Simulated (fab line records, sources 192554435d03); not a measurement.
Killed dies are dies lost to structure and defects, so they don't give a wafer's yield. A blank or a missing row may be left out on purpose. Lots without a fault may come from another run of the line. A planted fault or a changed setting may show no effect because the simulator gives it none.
fab line records | flow n5_finfet
record lots=7 wafers=21
route steps=1938 shown BEOL_M11@1536 BEOL_M13@1659 BEOL_M14@1718
start_h: hours from the record's first day to the start of the lot's first wafer shown | wait_h: hours since the lot's step before | " the same as in the row above | L1.1+2: a row that stands for several wafers | - no value, or no start given | * or withheld: withheld | < > ~ a bound
route shown NAME@n: a module of which the file shows steps, and the number in the route of the first | usual: mean/standard deviation of fault-free wafers | same: alike in all rows | chamber/n: place in a boat | sites: the reading at each site | _std_site: their standard deviation | _edge_site: outer sites' mean less inner sites' | radius_mm: how far each site lies from the wafer's centre | mask NAME#n: copy n | behind: the tool/chamber that last shaped the wafer | hold: why the lot was held/for how many hours/how that ended | device: the transistor (n, p or np) that didn't switch | end of line: the same wafers' tests at the end of the route | a step without rows: its recipe alone | killed: dies lost to structure and defects at the first sort, not the wafer's yield | map: a wafer's dies, x killed, . not, _ none there
set.NAME: the setting as run; set.NAME@STEP: as run at that earlier step | model.NAME: the simulator's own value behind a step, which no gauge read
lots whose settings were changed on purpose; a table a step, a row a wafer
## steps
# step N5_BEOL_M11_ILD_DEP_00
# recipe material=SiCOH_lowk target_thk_a=3085.1 temp_c=300 precursor=DEMS/porogen pressure_torr=5 rf_w=500 time_s=58
# columns lot.wafer tool chamber start_h wait_h set.time_s model.SiCOH_lowk_of_BEOL_M11_ILD_DEP_00.thk_nm
L080.2 pecvd-03 2 263.14 0.0 58 301.6
L080.3 " 0 " " 58 306.8
L080.4 " 0 " " 58 313
L081.1 pecvd-03 1 277.02 0.0 58 302.4
L081.4 " 0 " " 53.55 285.2
L081.5 " 1 " " 53.55 287.4
L085.1 pecvd-03 2 283.47 0.0 58 296.4
L085.2 " 0 " " 58 300.8
L085.5 " 0 " " 58 306.4
L086.2 pecvd-03 2 283.71 0.0 53.33 282
L086.4 " 1 " " 53.33 288.4
L086.6 " 2 " " 53.33 288.8
L089.3 pecvd-04 2 315.63 0.0 64.45 334.6
L089.4 " 1 " " 58 306.8
L089.6 " 2 " " 58 307
L088.3 pecvd-01 1 317.33 0.1 62.56 333.8
L088.4 " 2 " " 58 308.6
L088.5 " 1 " " 62.56 335.4
L097.1 pecvd-01 0 360.88 0.0 49.33 262.4
L097.3 " 1 " " 58 305.8
L097.6 " 1 " " 49.33 265.8
# step N5_BEOL_M11_CURE_71
# recipe temp_c=385 time_s=240 ambient=He/Ar material=SiCOH_lowk
# columns lot.wafer tool chamber start_h wait_h set.time_s@BEOL_M11_ILD_DEP_00 model.SiCOH_lowk_of_BEOL_M11_ILD_DEP_00.thk_nm
L080.2 uv_cure-02 1 263.69 0.5 58 262
L080.3 " 1 " " 58 266.4
L080.4 " 1 " " 58 272
L081.1 uv_cure-01 2 277.11 0.1 58 262.6
L081.4 " 2 " " 53.55 247.4
L081.5 " 2 " " 53.55 249.4
L085.1 uv_cure-02 0 283.55 0.0 58 257.2
L085.2 " 0 " " 58 261.2
L085.5 " 0 " " 58 266
L086.2 uv_cure-01 1 284.06 0.3 53.33 244.6
L086.4 " 1 " " 53.33 250.2
L086.6 " 1 " " 53.33 250.6
L089.3 uv_cure-02 1 315.87 0.2 64.45 291.2
L089.4+6 " 1 " " 58 266.6
L088.3 uv_cure-03 2 317.57 0.2 62.56 290.4
L088.4 " 2 " " 58 268.2
L088.5 " 2 " " 62.56 291.8
L097.1 uv_cure-01 0 360.96 0.0 49.33 227.4
L097.3 " 0 " " 58 265.6
L097.6 " 0 " " 49.33 230.4
# step N5_BEOL_M11_THK_MEAS_01
# recipe reads=SiCOH_lowk_of_BEOL_M11_ILD_DEP_00
# usual M11_ILD_THK=268/3.9
# columns lot.wafer tool chamber start_h wait_h set.time_s@BEOL_M11_ILD_DEP_00 M11_ILD_THK[nm]
L080.2 film_metro-01 - 264.12 0.4 58 262
L080.3 " - " " 58 266
L080.4 " - " " 58 272
L081.1 film_metro-02 - 278.11 0.8 58 263
L081.4 " - " " 53.55 247
L081.5 " - " " 53.55 249
L085.1 film_metro-01 - 284.06 0.4 58 257
L085.2 " - " " 58 261
L085.5 " - " " 58 266
L086.2 film_metro-02 - 284.50 0.4 53.33 245
L086.4 " - " " 53.33 250
L086.6 " - " " 53.33 250
L089.3 film_metro-01 - 316.24 0.3 64.45 291
L089.4 " - " " 58 266
L089.6 " - " " 58 267
L088.3 film_metro-02 - 317.92 0.3 62.56 290
L088.4 " - " " 58 268
L088.5 " - " " 62.56 292
L097.1 film_metro-01 - 361.47 0.4 49.33 227
L097.3 " - " " 58 266
L097.6 " - " " 49.33 230
# step N5_BEOL_M11_COAT_64
# recipe resist=SiARC temp_c=220 time_s=60 spin_rpm=1500 resist_thk_nm=30
# columns lot.wafer tool chamber start_h wait_h set.spin_rpm model.SiARC_of_BEOL_M11_COAT_64.thk_nm
L080.2 litho_track-01 0 - - 1560 29.4
L080.3+4 " 0 " " 1500 30
L081.1+4+5 litho_track-05 0 - - 1500 30
L085.1 litho_track-01 0 - - 1500 30
L085.2+5 " 0 " " 1500 30.2
L086.2+4 litho_track-02 0 - - 1626 28.8
L086.6 " 0 " " 1500 30
L088.3+4 litho_track-02 0 - - 1600 29
L088.5 " 0 " " 1500 29.8
L089.3+6 litho_track-05 0 - - 1500 30
L089.4 " 0 " " 1500 29.8
L097.1 litho_track-02 0 - - 1500 30
L097.3+6 " 0 " " 1385 31.2
# step N5_BEOL_M11_COAT_22
# recipe resist=CAR-ArF spin_rpm=1500 resist_thk_nm=90
# columns lot.wafer tool chamber start_h wait_h set.spin_rpm model.CAR-ArF_of_BEOL_M11_COAT_22.thk_nm
L080.2 litho_track-01 0 - - 1500 90.6
L080.3 " 0 " " 1500 90.8
L080.4 " 0 " " 1652 86.4
L081.1 litho_track-05 0 - - 1438 92.2
L081.4 " 0 " " 1438 91.8
L081.5 " 0 " " 1500 90.2
L085.1+2 litho_track-01 0 - - 1500 90.4
L085.5 " 0 " " 1500 89.8
L086.2 litho_track-02 0 - - 1650 85.4
L086.4 " 0 " " 1500 89.6
L086.6 " 0 " " 1650 85.6
L088.3 litho_track-02 0 - - 1500 89.8
L088.4+5 " 0 " " 1500 90.2
L089.3+4 litho_track-05 0 - - 1643 85.8
L089.6 " 0 " " 1500 89.8
L097.1 litho_track-02 0 - - 1500 90
L097.3 " 0 " " 1500 89.4
L097.6 " 0 " " 1500 89.6
# step N5_BEOL_M11_EBR_24
# recipe solvent=PGMEA ebr_width_mm=1.5
# step N5_BEOL_M11_SOFTBAKE_23
# recipe temp_c=110 time_s=60 resist=CAR-ArF
# step N5_BEOL_M11_DESCUM_33
# recipe chemistry=O2 time_s=7.9 source_power_w=50 bias_power_w=20 pressure_mtorr=20 rf_frequency_hz=2.712e+07 temp_c=40 resist=CAR-ArF o2_flow_sccm=225
# step N5_BEOL_M11_ETCH_65
# recipe chemistry=CF4 target=SiARC target_depth_a=390 mask_material=CAR-ArF time_s=65 ion_energy_ev=80 pressure_mtorr=40 source_w=545 bias_w=36 Ar_flow_sccm=100 cf4_flow_sccm=100 ends=cleared
# usual etch_rf_on_time_s=64.4/1
# columns lot.wafer tool chamber start_h wait_h set.spin_rpm@BEOL_M11_COAT_64 set.spin_rpm@BEOL_M11_COAT_22 etch_rf_on_time_s model.CAR-ArF_of_BEOL_M11_COAT_22.thk_nm model.etch.depth_nm
L080.2 rie_diel-01 2 266.66 0.0 1560 1500 62.9 56.6 29.44
L080.3 " 0 " " 1500 1500 65.1 56.2 29.95
L080.4 " 1 " " 1500 1652 65.2 52 30.01
L081.1 rie_diel-03 2 284.35 0.0 1500 1438 64.0 57.6 30.04
L081.4 " 1 " " 1500 1438 64.9 57.4 30.01
L081.5 " 2 " " 1500 1500 64.7 55.8 30.03
L085.1 rie_diel-01 3 286.63 0.0 1500 1500 62.3 55.8 30.07
L085.2 " 2 " " 1500 1500 64.5 55.8 30.12
L085.5 " 0 " " 1500 1500 65.3 55.2 30.17
L086.2 rie_diel-04 2 286.83 0.0 1626 1650 61.1 52 28.77
L086.4 " 0 " " 1626 1500 62.0 56.2 28.84
L086.6 " 3 " " 1500 1650 65.4 51 30.08
L088.3 rie_diel-03 1 325.45 0.0 1600 1500 63.0 56.4 28.93
L088.4 " 1 " " 1600 1500 62.3 56.6 28.92
L088.5 " 3 " " 1500 1500 65.0 55.8 29.85
L089.3 rie_diel-01 1 325.51 0.0 1500 1643 64.7 51.4 29.95
L089.4 " 1 " " 1500 1643 64.6 51.4 29.82
L089.6 " 0 " " 1500 1500 65.1 55.4 30.04
L097.1 rie_diel-01 2 363.46 0.0 1500 1500 64.2 55.4 30.03
L097.3 " 1 " " 1385 1500 67.3 53.8 31.16
L097.6 " 0 " " 1385 1500 67.4 54 31.23
# step N5_BEOL_M11_ETCH_66
# recipe chemistry=N2/H2 target=SOC target_depth_a=1200 overetch_a=240 mask_material=SiARC temp_c=40 time_s=180 ion_energy_ev=200 pressure_mtorr=30 source_w=840 bias_w=150 n2_flow_sccm=200 h2_flow_sccm=200
# columns lot.wafer tool chamber start_h wait_h set.spin_rpm@BEOL_M11_COAT_64 model.SiARC_of_BEOL_M11_COAT_64.thk_nm
L080.2 rie_diel-01 2 266.71 0.0 1560 22.2
L080.3+4 " 0,1 " " 1500 22.8
L081.1+4+5 rie_diel-03 2,1,2 284.40 0.0 1500 22.8
L085.1 rie_diel-01 3 286.68 0.0 1500 22.4
L085.2+5 " 2,0 " " 1500 22.8
L086.2+4 rie_diel-04 2,0 286.88 0.0 1626 21.4
L086.6 " 3 " " 1500 22.8
L088.3+4 rie_diel-03 1 325.50 0.0 1600 21.6
L088.5 " 3 " " 1500 22.6
L089.3 rie_diel-01 1 325.56 0.0 1500 22.6
L089.4 " 1 " " 1500 22.4
L089.6 " 0 " " 1500 22.8
L097.1 rie_diel-01 2 363.51 0.0 1500 22.8
L097.3+6 " 1,0 " " 1385 24
# step N5_BEOL_M13_ILD_DEP_00
# recipe material=SiOC target_thk_a=8379.2 temp_c=350 precursor=DEMS/O2 pressure_torr=5 rf_w=500 time_s=166.4
# columns lot.wafer tool chamber start_h wait_h set.time_s model.SiOC_of_BEOL_M13_ILD_DEP_00.thk_nm
L080.2 pecvd-03 0 277.82 0.0 166.4 843.4
L080.3 " 1 " " 166.4 832.2
L080.4 " 0 " " 166.4 850
L081.1 pecvd-03 0 294.18 0.0 166.4 847.8
L081.4 " 2 " " 143.7 730.2
L081.5 " 1 " " 166.4 856.2
L085.1 pecvd-03 1 297.27 0.0 166.4 840.2
L085.2 " 0 " " 166.4 843.2
L085.5 " 1 " " 166.4 847.8
L086.2 pecvd-02 2 300.86 0.0 166.4 837.4
L086.4 " 2 " " 173.8 896.8
L086.6 " 1 " " 166.4 854.2
L088.3 pecvd-03 0 332.17 0.0 142.2 719.6
L088.4 " 1 " " 166.4 863.8
L088.5 " 0 " " 142.2 727.6
L089.3 pecvd-02 0 335.46 0.0 183.2 908.2
L089.4 " 0 " " 183.2 920.2
L089.6 " 2 " " 166.4 838
L097.1 pecvd-02 1 371.78 0.0 166.4 827
L097.3 " 2 " " 166.4 838.2
L097.6 " 1 " " 166.4 844.6
# step N5_BEOL_M13_THK_MEAS_01
# recipe reads=SiOC_of_BEOL_M13_ILD_DEP_00
# usual M13_ILD_THK=841/10
# columns lot.wafer tool chamber start_h wait_h set.time_s@BEOL_M13_ILD_DEP_00 M13_ILD_THK[nm]
L080.2 film_metro-02 - 277.97 0.1 166.4 843
L080.3 " - " " 166.4 832
L080.4 " - " " 166.4 851
L081.1 film_metro-01 - 294.33 0.1 166.4 847
L081.4 " - " " 143.7 730
L081.5 " - " " 166.4 856
L085.1 film_metro-01 - 297.42 0.1 166.4 840
L085.2 " - " " 166.4 843
L085.5 " - " " 166.4 848
L086.2 film_metro-01 - 301.01 0.1 166.4 837
L086.4 " - " " 173.8 897
L086.6 " - " " 166.4 855
L088.3 film_metro-02 - 332.33 0.1 142.2 720
L088.4 " - " " 166.4 864
L088.5 " - " " 142.2 727
L089.3 film_metro-02 - 335.61 0.1 183.2 908
L089.4 " - " " 183.2 920
L089.6 " - " " 166.4 838
L097.1 film_metro-02 - 371.93 0.1 166.4 827
L097.3 " - " " 166.4 839
L097.6 " - " " 166.4 845
# step N5_BEOL_M13_COAT_58
# recipe resist=BARC temp_c=205 time_s=60 spin_rpm=1500 resist_thk_nm=89
# step N5_BEOL_M13_COAT_04
# recipe spin_rpm=1625 resist_thk_nm=400
# step N5_BEOL_M13_DESCUM_15
# recipe chemistry=O2 time_s=7.9 source_power_w=50 bias_power_w=20 pressure_mtorr=20 rf_frequency_hz=2.712e+07 temp_c=40 o2_flow_sccm=225
# step N5_BEOL_M13_ETCH_59
# recipe chemistry=N2/H2 target=BARC target_depth_a=890 overetch_a=267 time_s=67.9 ion_energy_ev=200 pressure_mtorr=30 source_w=840 bias_w=150 n2_flow_sccm=200 h2_flow_sccm=200
# step N5_BEOL_M13_VIA_ETCH_16
# recipe chemistry=C4F8/O2/Ar target=SiOC pressure_mtorr=30 source_w=3000 bias_w=700 Ar_flow_sccm=400 C4F8_flow_sccm=15 O2_flow_sccm=8 he_inner_torr=15 he_outer_torr=30 target_depth_a=9217 time_s=withheld ion_energy_ev=250 ends=cleared
# columns lot.wafer tool chamber start_h wait_h set.time_s@BEOL_M13_ILD_DEP_00 model.etch.depth_nm model.coat_of_BEOL_M13_COAT_04.thk_nm
L080.2 rie_diel-03 2 278.45 0.0 * 843.3 68
L080.3 " 3 " " * 832.3 72.8
L080.4 " 0 " " * 850 64.2
L081.1 rie_diel-03 2 295.00 0.0 * 847.8 65.2
L081.4 " 3 " " * 730.3 101.2
L081.5 " 0 " " * 856.1 60.4
L085.1 rie_diel-04 1 298.03 0.0 * 840.2 71.6
L085.2 " 0 " " * 843.1 68.8
L085.5 " 0 " " * 847.8 68.8
L086.2 rie_diel-01 0 301.61 0.0 * 837.4 71.6
L086.4 " 2 " " * 896.8 52
L086.6 " 3 " " * 854.1 63.6
L088.3 rie_diel-01 0 332.80 0.0 * 719.5 105.8
L088.4 " 1 " " * 863.8 62
L088.5 " 3 " " * 727.5 101.8
L089.3 rie_diel-04 1 336.09 0.0 * 908.1 51.8
L089.4 " 1 " " * 920.3 45.8
L089.6 " 2 " " * 837.9 69.8
L097.1 rie_diel-04 0 372.87 0.0 * 826.9 70.8
L097.3 " 3 " " * 838.2 65.4
L097.6 " 2 " " * 844.6 66
# step N5_BEOL_M13_STRIP_63
# recipe chemistry=N2/H2 power_w=1000 temp_c=250 h2_frac=0.65 overash_fraction=0.3 pressure_mtorr=1000 n2_flow_sccm=1750 h2_flow_sccm=3250
# usual strip_time_to_endpoint_s=27.4/1
# columns lot.wafer tool chamber start_h wait_h set.time_s@BEOL_M13_ILD_DEP_00 strip_time_to_endpoint_s
L080.2 plasma_asher-01 0 278.69 - 166.4 27.1
L080.3 " 0 " " 166.4 28.5
L080.4 " 1 " " 166.4 25.9
L081.1 plasma_asher-01 1 295.24 - 166.4 26.2
L081.4 " 0 " " 143.7 36.6
L081.5 " 0 " " 166.4 24.8
L085.1 plasma_asher-02 0 298.26 - 166.4 28.1
L085.2 " 1 " " 166.4 27.3
L085.5 " 0 " " 166.4 27.3
L086.2 plasma_asher-02 0 301.85 - 166.4 28.1
L086.4 " 1 " " 173.8 22.2
L086.6 " 1 " " 166.4 25.8
L088.3 plasma_asher-02 1 333.06 - 142.2 37.8
L088.4 " 0 " " 166.4 25.3
L088.5 " 0 " " 142.2 36.7
L089.3 plasma_asher-02 0 336.35 - 183.2 22.1
L089.4 " 1 " " 183.2 20.3
L089.6 " 1 " " 166.4 27.6
L097.1 plasma_asher-01 1 373.11 - 166.4 27.9
L097.3 " 1 " " 166.4 26.3
L097.6 " 1 " " 166.4 26.5
# step N5_BEOL_M13_CMP_49
# recipe stop_on=SiOC t_overpolish_s=17.1 down_force_psi=1 platen_rpm=50 clearing_platen_down_force_psi=1.5 clearing_platen_rpm=50 post_cmp_clean=cu_alkaline target_thk_nm=420 clearing_platen_pad_velocity_m_s=0.99484 pad_velocity_m_s=0.99484
# columns lot.wafer tool chamber start_h wait_h set.down_force_psi set.time_s@BEOL_M13_ILD_DEP_00 model.SiOC_of_BEOL_M13_ILD_DEP_00.thk_nm
L080.3 cmp-03 2 282.70 0.2 1 166.4 774.2
L080.4 " 3 " " 1 166.4 791.4
L080.2 " 0 " " 1 166.4 782.8
L081.1 cmp-02 3 302.40 0.3 1 166.4 788.4
L081.4 " 2 " " 0.9379 143.7 671.8
L081.5 " 3 " " 0.9379 166.4 797.4
L085.1 cmp-02 3 302.88 0.3 1 166.4 782.2
L085.2 " 2 " " 1 166.4 785.4
L085.5 " 3 " " 1 166.4 789
L086.4 cmp-02 3 309.45 0.1 1 173.8 838
L086.2 " 2 " " 0.7979 166.4 781.4
L086.6 " 0 " " 1 166.4 796.2
L088.4 cmp-03 1 336.01 0.2 1.211 166.4 802.8
L088.3 " 3 " " 1 142.2 660.8
L088.5 " 0 " " 1 142.2 670
L089.4 cmp-03 3 341.53 0.1 1 183.2 861.6
L089.3 " 0 " " 1.119 183.2 849
L089.6 " 0 " " 1 166.4 778.8
L097.1 cmp-03 2 377.28 0.3 1.18 166.4 764.6
L097.3 " 1 " " 1 166.4 779.4
L097.6 " 3 " " 1.18 166.4 785.4
# step N5_BEOL_M14_COAT_58
# recipe resist=BARC temp_c=205 time_s=60 spin_rpm=1500 resist_thk_nm=89
# columns lot.wafer tool chamber start_h wait_h set.spin_rpm model.BARC_of_BEOL_M14_COAT_58.thk_nm
L080.2+3+4 litho_track-04 0 283.37 0.0 1500 89.2
L081.1+4 litho_track-01 0 303.11 0.0 1600 86.6
L081.5 " 0 " " 1600 86.4
L085.1+2 litho_track-01 0 303.59 0.0 1500 89.2
L085.5 " 0 " " 1500 89
L086.2+4 litho_track-04 0 310.17 0.0 1500 89
L086.6 " 0 " " 1500 89.2
L088.3 litho_track-01 0 336.68 0.0 1500 89.2
L088.4 " 0 " " 1500 89.4
L088.5 " 0 " " 1379 92.8
L089.3 litho_track-01 0 342.24 0.0 1352 94.2
L089.4 " 0 " " 1352 94
L089.6 " 0 " " 1500 89.2
L097.1 litho_track-04 0 377.99 0.0 1437 90.8
L097.3 " 0 " " 1437 90.6
L097.6 " 0 " " 1500 89
# step N5_BEOL_M14_COAT_04
# recipe spin_rpm=1704 resist_thk_nm=800
# step N5_BEOL_M14_EBR_06
# recipe solvent=PGMEA ebr_width_mm=1.5
# step N5_BEOL_M14_DESCUM_15
# recipe chemistry=O2 time_s=7.9 source_power_w=50 bias_power_w=20 pressure_mtorr=20 rf_frequency_hz=2.712e+07 temp_c=40 o2_flow_sccm=225
# step N5_BEOL_M14_ETCH_59
# recipe chemistry=N2/H2 target=BARC target_depth_a=890 overetch_a=267 time_s=67.9 ion_energy_ev=200 pressure_mtorr=30 source_w=840 bias_w=150 n2_flow_sccm=200 h2_flow_sccm=200
# columns lot.wafer tool chamber start_h wait_h set.spin_rpm@BEOL_M14_COAT_58 model.etch.depth_nm
L080.2 rie_diel-02 3 283.93 0.0 1500 89.22
L080.3 " 0 " " 1500 89.16
L080.4 " 1 " " 1500 89.23
L081.1 rie_diel-02 3 303.84 0.0 1600 86.53
L081.4 " 2 " " 1600 86.62
L081.5 " 1 " " 1600 86.49
L085.1 rie_diel-02 3 304.30 0.0 1500 89.15
L085.2 " 2 " " 1500 89.27
L085.5 " 3 " " 1500 89.03
L086.2 rie_diel-05 1 310.67 0.0 1500 89.09
L086.4 " 3 " " 1500 88.92
L086.6 " 0 " " 1500 89.12
L088.3 rie_diel-05 1 337.73 0.0 1500 89.15
L088.4 " 0 " " 1500 89.33
L088.5 " 3 " " 1379 92.85
L089.3 rie_diel-06 2 342.76 0.0 1352 94.21
L089.4 " 1 " " 1352 93.96
L089.6 " 1 " " 1500 89.29
L097.1 rie_diel-05 1 378.51 0.0 1437 90.79
L097.3 " 3 " " 1437 90.52
L097.6 " 2 " " 1500 89.07
## key
split step=N5_BEOL_M11_ILD_DEP_00 setting=time_s stated=58 by=wafer
response step=N5_BEOL_M11_ILD_DEP_00 reading=model.SiCOH_lowk_of_BEOL_M11_ILD_DEP_00.thk_nm change=+2.69 per=1% r=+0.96
response step=N5_BEOL_M11_CURE_71 reading=model.SiCOH_lowk_of_BEOL_M11_ILD_DEP_00.thk_nm change=+2.38 per=1% r=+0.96
response step=N5_BEOL_M11_THK_MEAS_01 reading=M11_ILD_THK change=+2.38 per=1% r=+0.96
split step=N5_BEOL_M11_COAT_64 setting=spin_rpm stated=1500 by=wafer
response step=N5_BEOL_M11_COAT_64 reading=model.SiARC_of_BEOL_M11_COAT_64.thk_nm change=-0.142 per=1% r=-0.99
response step=N5_BEOL_M11_ETCH_65 reading=etch_rf_on_time_s change=* per=1% r=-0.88
response step=N5_BEOL_M11_ETCH_65 reading=model.etch.depth_nm change=-0.147 per=1% r=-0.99
response step=N5_BEOL_M11_ETCH_66 reading=model.SiARC_of_BEOL_M11_COAT_64.thk_nm change=-0.158 per=1% r=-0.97
split step=N5_BEOL_M11_COAT_22 setting=spin_rpm stated=1500 by=wafer
response step=N5_BEOL_M11_COAT_22 reading=model.CAR-ArF_of_BEOL_M11_COAT_22.thk_nm change=-0.419 per=1% r=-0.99
response step=N5_BEOL_M11_ETCH_65 reading=model.CAR-ArF_of_BEOL_M11_COAT_22.thk_nm change=-0.44 per=1% r=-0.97
split step=N5_BEOL_M13_ILD_DEP_00 setting=time_s stated=166.4 by=wafer
response step=N5_BEOL_M13_ILD_DEP_00 reading=model.SiOC_of_BEOL_M13_ILD_DEP_00.thk_nm change=+9.04 per=1% r=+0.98
response step=N5_BEOL_M13_THK_MEAS_01 reading=M13_ILD_THK change=+9.03 per=1% r=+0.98
response step=N5_BEOL_M13_VIA_ETCH_16 reading=model.etch.depth_nm change=+9.04 per=1% r=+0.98
response step=N5_BEOL_M13_VIA_ETCH_16 reading=model.coat_of_BEOL_M13_COAT_04.thk_nm change=-2.72 per=1% r=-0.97
response step=N5_BEOL_M13_STRIP_63 reading=strip_time_to_endpoint_s change=* per=1% r=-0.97
response step=N5_BEOL_M13_CMP_49 reading=model.SiOC_of_BEOL_M13_ILD_DEP_00.thk_nm change=+8.94 per=1% r=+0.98
split step=N5_BEOL_M13_CMP_49 setting=down_force_psi stated=1 by=wafer
response none clear
split step=N5_BEOL_M14_COAT_58 setting=spin_rpm stated=1500 by=wafer
response step=N5_BEOL_M14_COAT_58 reading=model.BARC_of_BEOL_M14_COAT_58.thk_nm change=-0.465 per=1% r=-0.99
response step=N5_BEOL_M14_ETCH_59 reading=model.etch.depth_nm change=-0.462 per=1% r=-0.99
